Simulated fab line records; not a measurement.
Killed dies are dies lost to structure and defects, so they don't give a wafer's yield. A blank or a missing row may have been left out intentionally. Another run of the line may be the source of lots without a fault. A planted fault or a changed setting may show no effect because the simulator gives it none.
Which tool was responsible? + flow n5_finfet + 24 wafers from 8 lots sampled at 3 of the route's 1938 steps

## WHAT THE GAUGES SHOWED, per wafer
N5_BEOL_M0_SAQP_CD_MEAS_25: the cd target is 13.1 nm.
| lot  | measured     | on        | cd_nm (nm)        |
|------|--------------|-----------|-------------------|
| L951 | day 5 21:06  | cd_sem-02 | 12.45 12.47 13.32 |
| L952 | day 6 01:50  | cd_sem-01 | 13.10 12.97 12.60 |
| L953 | day 6 04:26  | cd_sem-03 | 12.70 12.95 13.03 |
| L959 | day 7 15:17  | cd_sem-03 | 13.16 12.96 12.74 |
| L966 | day 9 12:16  | cd_sem-03 | 12.27 12.50 12.88 |
| L968 | day 9 22:09  | cd_sem-03 | 13.25 12.52 12.81 |
| L969 | day 10 09:37 | cd_sem-02 | 12.70 12.90 12.71 |
| L973 | day 10 23:56 | cd_sem-01 | 13.20 12.57 12.50 |

## WHAT TOOL EACH LOT RAN ON (gives the tool, then ch and the chambers of the sampled wafers, and finally the start)
| lot  | N5_BEOL_M0_SAQP_MANDREL_ETCH_20  | N5_BEOL_M0_SAQP_RECESS_114         |
|------|----------------------------------|------------------------------------|
| L951 | rie_si-05 ch 0,1,3, day 5 19:49  | vapor_etch-02 ch 0,1, day 5 20:03  |
| L952 | rie_si-06 ch 0,1, day 6 00:31    | vapor_etch-02 ch 0,1, day 6 00:53  |
| L953 | rie_si-05 ch 0,2, day 6 03:01    | vapor_etch-01 ch 0,1, day 6 03:26  |
| L959 | rie_si-05 ch 0,1,3, day 7 14:00  | vapor_etch-01 ch 1, day 7 14:14    |
| L966 | rie_si-02 ch 0,2, day 9 10:13    | vapor_etch-02 ch 0,1, day 9 10:37  |
| L968 | rie_si-02 ch 0,1,2, day 9 20:52  | vapor_etch-02 ch 0,1, day 9 21:05  |
| L969 | rie_si-02 ch 2,3, day 10 06:37   | vapor_etch-02 ch 0,1, day 10 08:28 |
| L973 | rie_si-05 ch 0,1,2, day 10 22:32 | vapor_etch-02 ch 0,1, day 10 22:53 |
- N5_BEOL_M0_SAQP_MANDREL_ETCH_20: etches a-Si in HBr/Cl2, stops on SiNx, target depth 60 nm, bt time 10 s, time 30 s.
- N5_BEOL_M0_SAQP_RECESS_114: chemistry HF/NH3, target SiO2, target depth 14.4 nm, afs cycles 3, sublimation time 60 s.

## THE ANSWER, worked out from the rows above alone
Rule: what is usual is taken from the lots themselves. Put in order of their means at a reading, lots are off if they are a third of the lots or fewer, leave a main group of 4 or more, and stand apart from it by a gap of 3 or more times the standard deviation of the main group's means; of several such gaps the widest counts. Not used: any main group whose means are identical at the precision the tables above print for the reading. Also off: a lot with no number at a reading for which 4 or more lots have one. Where the step has rows for the other lots, those lots are counted as sound.
Nothing can be told from this: no lot is off at any reading shown.

## WHAT WAS PUT IN BY THE SIMULATOR
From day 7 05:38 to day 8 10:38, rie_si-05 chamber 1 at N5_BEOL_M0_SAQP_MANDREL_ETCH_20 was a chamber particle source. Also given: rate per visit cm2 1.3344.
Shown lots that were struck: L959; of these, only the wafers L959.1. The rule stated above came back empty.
